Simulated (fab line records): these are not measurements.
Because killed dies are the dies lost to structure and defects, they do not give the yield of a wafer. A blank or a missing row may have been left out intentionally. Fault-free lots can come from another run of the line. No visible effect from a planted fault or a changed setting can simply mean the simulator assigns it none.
One fault through the eyes of 2 desks + flow nandHarc + only its own numbers are on each desk; what lay behind them is given at the end

METROLOGY DESK
What the gauges read, lot by lot, whatever tool the lot ran on: means of the sampled wafers that have a number. Marked OUT: a lot whose mean sits more than 4 standard deviations from the usual mean, which makes it out of limits; the brackets give that distance.
Columns: A = cdNm at NHARC_A_BLC_CD_MEAS_10, usual 100.4 nm
| lot  | first seen here | A                |
|------|-----------------|------------------|
| L234 | day 17 21:48    | 101.2            |
| L236 | day 17 22:04    | 99.8             |
| L237 | day 18 07:04    | 99.5             |
| L235 | day 18 08:14    | 100.6            |
| L238 | day 18 22:21    | 100.3            |
| L239 | day 18 23:03    | 100.6            |
| L244 | day 20 00:29    | 99.7             |
| L246 | day 20 05:59    | 112.8 (+16) OUT  |
| L245 | day 20 10:07    | 100.7            |
| L247 | day 21 06:01    | 110.1 (+12) OUT  |
| L248 | day 21 12:12    | 107.7 (+9.2) OUT |
| L253 | day 22 08:41    | 101.5            |
| L255 | day 22 09:25    | 100.3            |
This desk finds L246, L247, L248 out of limits, L246 being first, at day 20 05:59 (cdNm at NHARC_A_BLC_CD_MEAS_10). In limits: L234, L236, L237, L235, L238, L239, L244, L245, L253, L255.

THE DEFECT DESK
Lot by lot, what the route's inspections counted, given as the mean of those sampled wafers with a number. Marked OUT: a lot whose mean sits more than 4 standard deviations from the usual mean, which makes it out of limits; the brackets give that distance.
Columns: A = rawDefectCount at NHARC_A_CONTACT_INSPECT_23, usual 425; B = rawDefectCount at NHARC_A_BLC_INSPECT_12, usual 30
| lot  | first seen here | A   | B  |
|------|-----------------|-----|----|
| L234 | day 17 21:25    | 453 | 40 |
| L236 | day 17 21:41    | 359 | 7  |
| L237 | day 18 06:34    | 421 | 45 |
| L235 | day 18 07:44    | 293 | 20 |
| L238 | day 18 21:57    | 475 | 24 |
| L239 | day 18 22:40    | 435 | 34 |
| L244 | day 20 00:06    | 351 | 17 |
| L246 | day 20 05:36    | 518 | 27 |
| L245 | day 20 09:36    | 385 | 31 |
| L247 | day 21 05:30    | 643 | 58 |
| L248 | day 21 11:41    | 373 | 35 |
| L253 | day 22 08:18    | 423 | 28 |
| L255 | day 22 09:02    | 692 | 38 |
This desk's verdict: no lot among the 13 shows anything out of limits.

TAKEN TOGETHER
The metrology desk could have raised an alarm at day 20 05:59, on L246, L247, L248.
No out-of-limits result turned up at the defect desk.
The defect desk has L246, L247, L248 on record, within its limits.
Every lot named ran NHARC_A_BLC_PEB_08 on lithoTrack-06.

WHAT THE SIMULATOR HAD INSERTED
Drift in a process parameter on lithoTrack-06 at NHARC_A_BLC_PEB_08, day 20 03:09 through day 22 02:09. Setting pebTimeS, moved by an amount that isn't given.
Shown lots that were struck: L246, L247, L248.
Delay in hours, fault start to first out-of-limits reading, per desk: metrology desk 3.
